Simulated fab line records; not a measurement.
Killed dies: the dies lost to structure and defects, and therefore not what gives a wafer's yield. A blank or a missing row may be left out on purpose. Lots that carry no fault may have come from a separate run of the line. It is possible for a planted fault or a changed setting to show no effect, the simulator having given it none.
Lot-split experiment :: flow n5_finfet :: route with 1938 steps; 7 lots, 39 wafers read

## ABOUT THE SPLIT
At N5_BEOL_M13_TRENCH_ETCH_34 (etches SiOC in C4F8/O2/Ar, target depth 413.47 nm, time 162.6 s), the setting target_depth_a was moved away from the recipe's 4134.7 angstrom on 12 of the 39 wafers read, by -51.6% to +26.9%. The other wafers ran this setting at the recipe's value.

## FROM THE SPLIT TO THE READING: what the file shows between them, 10 steps
- N5_BEOL_M13_STRIP_70: strips in C4F8/O2/Ar
- N5_BEOL_M13_OCD_MEAS_35
- N5_BEOL_M13_STRIP_37: strips in N2/H2
- N5_BEOL_M13_ETCH_38: etches SiCN in CF4/N2, target depth 67.5 nm, time 71.9 s
- N5_BEOL_M13_ECD_47: material Cu, target thk 936 nm
- N5_BEOL_M13_ANNEAL_48: time 90 s
- N5_BEOL_M13_CMP_49: polishes, stops on SiOC, t overpolish 17.1 s, target thk 420 nm
- N5_BEOL_M13_THK_MEAS_50: measures by xrf
- N5_BEOL_M13_PRE_CLEAN_52: time 15 s
- N5_BEOL_M13_DEP_53: deposits SiCN from 3MS/NH3, target thk 50 nm, time 17.8 s

## THE READING
M13_RS in ohm/sq, measured at N5_BEOL_M13_RS_MEAS_54 by four-point-probe. Typical for fault-free wafers on this fab line: 0.0452 ohm/sq, with standard deviation 0.001 ohm/sq.

wafer: L076.1
tool, chamber at the split: rie_diel-02, 2
target_depth_a as run, angstrom: 5016
against the recipe: +21.3%
M13_RS, ohm/sq: 0.0361
against lot-mates on the recipe: -0.0089

wafer: L076.2
tool, chamber at the split: rie_diel-02, 3
target_depth_a as run, angstrom: 5016
against the recipe: +21.3%
M13_RS, ohm/sq: 0.0384
against lot-mates on the recipe: -0.0066

wafer: L076.3
tool, chamber at the split: rie_diel-02, 1
target_depth_a as run, angstrom: 5016
against the recipe: +21.3%
M13_RS, ohm/sq: 0.0375
against lot-mates on the recipe: -0.0075

wafer: L076.4
tool, chamber at the split: rie_diel-02, 0
target_depth_a as run, angstrom: 4134.7
against the recipe: recipe
M13_RS, ohm/sq: 0.0447
against lot-mates on the recipe: -

wafer: L076.5
tool, chamber at the split: rie_diel-02, 2
target_depth_a as run, angstrom: 4134.7
against the recipe: recipe
M13_RS, ohm/sq: 0.0441
against lot-mates on the recipe: -

wafer: L076.6
tool, chamber at the split: rie_diel-02, 3
target_depth_a as run, angstrom: 4134.7
against the recipe: recipe
M13_RS, ohm/sq: 0.0463
against lot-mates on the recipe: -

wafer: L077.1
tool, chamber at the split: rie_diel-04, 1
target_depth_a as run, angstrom: 4134.7
against the recipe: recipe
M13_RS, ohm/sq: 0.0466
against lot-mates on the recipe: -

wafer: L077.2
tool, chamber at the split: rie_diel-04, 0
target_depth_a as run, angstrom: 4134.7
against the recipe: recipe
M13_RS, ohm/sq: 0.0456
against lot-mates on the recipe: -

wafer: L077.5
tool, chamber at the split: rie_diel-04, 2
target_depth_a as run, angstrom: 4134.7
against the recipe: recipe
M13_RS, ohm/sq: 0.0462
against lot-mates on the recipe: -

wafer: L083.1
tool, chamber at the split: rie_diel-02, 2
target_depth_a as run, angstrom: 4134.7
against the recipe: recipe
M13_RS, ohm/sq: 0.0441
against lot-mates on the recipe: -

wafer: L083.2
tool, chamber at the split: rie_diel-02, 0
target_depth_a as run, angstrom: 4134.7
against the recipe: recipe
M13_RS, ohm/sq: 0.0451
against lot-mates on the recipe: -

wafer: L083.3
tool, chamber at the split: rie_diel-02, 1
target_depth_a as run, angstrom: 4134.7
against the recipe: recipe
M13_RS, ohm/sq: 0.0436
against lot-mates on the recipe: -

wafer: L083.4
tool, chamber at the split: rie_diel-02, 3
target_depth_a as run, angstrom: 4134.7
against the recipe: recipe
M13_RS, ohm/sq: 0.0465
against lot-mates on the recipe: -

wafer: L083.5
tool, chamber at the split: rie_diel-02, 1
target_depth_a as run, angstrom: 4134.7
against the recipe: recipe
M13_RS, ohm/sq: 0.0438
against lot-mates on the recipe: -

wafer: L083.6
tool, chamber at the split: rie_diel-02, 2
target_depth_a as run, angstrom: 4134.7
against the recipe: recipe
M13_RS, ohm/sq: 0.0442
against lot-mates on the recipe: -

wafer: L085.1
tool, chamber at the split: rie_diel-06, 1
target_depth_a as run, angstrom: 2317
against the recipe: -44.0%
M13_RS, ohm/sq: 0.0798
against lot-mates on the recipe: +0.0353

wafer: L085.2
tool, chamber at the split: rie_diel-06, 3
target_depth_a as run, angstrom: 4134.7
against the recipe: recipe
M13_RS, ohm/sq: 0.0445
against lot-mates on the recipe: -

wafer: L085.3
tool, chamber at the split: rie_diel-06, 2
target_depth_a as run, angstrom: 4134.7
against the recipe: recipe
M13_RS, ohm/sq: 0.0442
against lot-mates on the recipe: -

wafer: L085.4
tool, chamber at the split: rie_diel-06, 0
target_depth_a as run, angstrom: 2317
against the recipe: -44.0%
M13_RS, ohm/sq: 0.0813
against lot-mates on the recipe: +0.0368

wafer: L085.5
tool, chamber at the split: rie_diel-06, 0
target_depth_a as run, angstrom: 2317
against the recipe: -44.0%
M13_RS, ohm/sq: 0.0820
against lot-mates on the recipe: +0.0375

wafer: L085.6
tool, chamber at the split: rie_diel-06, 3
target_depth_a as run, angstrom: 4134.7
against the recipe: recipe
M13_RS, ohm/sq: 0.0448
against lot-mates on the recipe: -

wafer: L087.1
tool, chamber at the split: rie_diel-02, 3
target_depth_a as run, angstrom: 4134.7
against the recipe: recipe
M13_RS, ohm/sq: 0.0469
against lot-mates on the recipe: -

wafer: L087.2
tool, chamber at the split: rie_diel-02, 0
target_depth_a as run, angstrom: 4134.7
against the recipe: recipe
M13_RS, ohm/sq: 0.0453
against lot-mates on the recipe: -

wafer: L087.3
tool, chamber at the split: rie_diel-02, 1
target_depth_a as run, angstrom: 5249
against the recipe: +26.9%
M13_RS, ohm/sq: 0.0346
against lot-mates on the recipe: -0.0111

wafer: L087.4
tool, chamber at the split: rie_diel-02, 2
target_depth_a as run, angstrom: 4134.7
against the recipe: recipe
M13_RS, ohm/sq: 0.0450
against lot-mates on the recipe: -

wafer: L087.5
tool, chamber at the split: rie_diel-02, 2
target_depth_a as run, angstrom: 5249
against the recipe: +26.9%
M13_RS, ohm/sq: 0.0353
against lot-mates on the recipe: -0.0104

wafer: L087.6
tool, chamber at the split: rie_diel-02, 1
target_depth_a as run, angstrom: 5249
against the recipe: +26.9%
M13_RS, ohm/sq: 0.0348
against lot-mates on the recipe: -0.0109

wafer: L088.1
tool, chamber at the split: rie_diel-06, 2
target_depth_a as run, angstrom: 4134.7
against the recipe: recipe
M13_RS, ohm/sq: 0.0445
against lot-mates on the recipe: -

wafer: L088.2
tool, chamber at the split: rie_diel-06, 1
target_depth_a as run, angstrom: 4134.7
against the recipe: recipe
M13_RS, ohm/sq: 0.0446
against lot-mates on the recipe: -

wafer: L088.3
tool, chamber at the split: rie_diel-06, 3
target_depth_a as run, angstrom: 4134.7
against the recipe: recipe
M13_RS, ohm/sq: 0.0452
against lot-mates on the recipe: -

wafer: L088.4
tool, chamber at the split: rie_diel-06, 3
target_depth_a as run, angstrom: 4134.7
against the recipe: recipe
M13_RS, ohm/sq: 0.0454
against lot-mates on the recipe: -

wafer: L088.5
tool, chamber at the split: rie_diel-06, 1
target_depth_a as run, angstrom: 4134.7
against the recipe: recipe
M13_RS, ohm/sq: 0.0440
against lot-mates on the recipe: -

wafer: L088.6
tool, chamber at the split: rie_diel-06, 2
target_depth_a as run, angstrom: 4134.7
against the recipe: recipe
M13_RS, ohm/sq: 0.0446
against lot-mates on the recipe: -

wafer: L096.1
tool, chamber at the split: rie_diel-04, 2
target_depth_a as run, angstrom: 2003
against the recipe: -51.6%
M13_RS, ohm/sq: 0.0967
against lot-mates on the recipe: +0.0516

wafer: L096.2
tool, chamber at the split: rie_diel-04, 3
target_depth_a as run, angstrom: 4134.7
against the recipe: recipe
M13_RS, ohm/sq: 0.0442
against lot-mates on the recipe: -

wafer: L096.3
tool, chamber at the split: rie_diel-04, 0
target_depth_a as run, angstrom: 2003
against the recipe: -51.6%
M13_RS, ohm/sq: 0.0965
against lot-mates on the recipe: +0.0514

wafer: L096.4
tool, chamber at the split: rie_diel-04, 0
target_depth_a as run, angstrom: 2003
against the recipe: -51.6%
M13_RS, ohm/sq: 0.0967
against lot-mates on the recipe: +0.0516

wafer: L096.5
tool, chamber at the split: rie_diel-04, 3
target_depth_a as run, angstrom: 4134.7
against the recipe: recipe
M13_RS, ohm/sq: 0.0445
against lot-mates on the recipe: -

wafer: L096.6
tool, chamber at the split: rie_diel-04, 2
target_depth_a as run, angstrom: 4134.7
against the recipe: recipe
M13_RS, ohm/sq: 0.0466
against lot-mates on the recipe: -

THE FIT
A straight line over all 39 wafers: M13_RS changes by -0.000791 ohm/sq for each +1% of target_depth_a; r = -0.97; the points scatter about the line by 0.0046 ohm/sq.
The same after taking each lot's own level away (the mean of its wafers on the recipe; 39 wafers): -0.000798 ohm/sq for each +1%; r = -0.97; scatter 0.0044 ohm/sq.
That fit puts the effect of the largest move of target_depth_a on the reading at 0.041 ohm/sq.
From 0.04450 to 0.04613 ohm/sq: that is the span of the lots' own levels, equal to 1.6 times the standard deviation above.
So the lot-to-lot level changes the slope little: the two slopes agree.
Check: for one of the wafers moved furthest among these (-51.6%), held out of the fit, the line's prediction against its lot-mates is +0.042 ohm/sq. It came out at +0.0516 ohm/sq against them.

## ADDITIONAL SPLITS CARRIED BY THESE WAFERS
Note: prior to the reading, these wafers also went through further splits. Each is held against what the fit with the lots' levels taken away leaves over:
other split on the same wafers: N5_BEOL_M1_TRENCH_ETCH_37 time_s
wafers away from the commonest value: 15
r with M13_RS (lot level and that fit taken away): +0.43

other split on the same wafers: N5_BEOL_M5_ALD_86 ald_cycles
wafers away from the commonest value: 12
r with M13_RS (lot level and that fit taken away): +0.19

other split on the same wafers: N5_BEOL_M7_DESCUM_33 time_s
wafers away from the commonest value: 15
r with M13_RS (lot level and that fit taken away): +0.24

other split on the same wafers: N5_BEOL_M9_DEP_56 time_s
wafers away from the commonest value: 15
r with M13_RS (lot level and that fit taken away): -0.13

## THE WHOLE CHAIN: every reading that the file lists as answering this split, in the file's order
step: N5_BEOL_M13_TRENCH_ETCH_34
what it does: etches SiOC in C4F8/O2/Ar, target depth 413.47 nm, time 162.6 s
reading: etch.depth_nm (the simulator's own value, which no gauge read)
change (the file's fit): +4.26 nm for each +1% of the setting
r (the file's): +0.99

step: N5_BEOL_M13_OCD_MEAS_35
what it does: 
reading: trench_depth_nm
change (the file's fit): +4.25 nm for each +1% of the setting
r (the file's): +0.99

step: N5_BEOL_M13_CMP_49
what it does: polishes, stops on SiOC, t overpolish 17.1 s, target thk 420 nm
reading: Cu_of_BEOL_M13_ECD_47.thk_nm (the simulator's own value, which no gauge read)
change (the file's fit): +4.24 nm for each +1% of the setting
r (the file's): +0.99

step: N5_BEOL_M13_THK_MEAS_50
what it does: measures by xrf
reading: M13_THK
change (the file's fit): +4.25 for each +1% of the setting
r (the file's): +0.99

step: N5_BEOL_M13_RS_MEAS_54
what it does: measures by four-point-probe
reading: M13_RS
change (the file's fit): -0.000818 for each +1% of the setting
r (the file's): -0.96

## FILE'S OWN FIT
M13_RS changes by -0.000818 ohm/sq for each +1% of target_depth_a, r = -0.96.
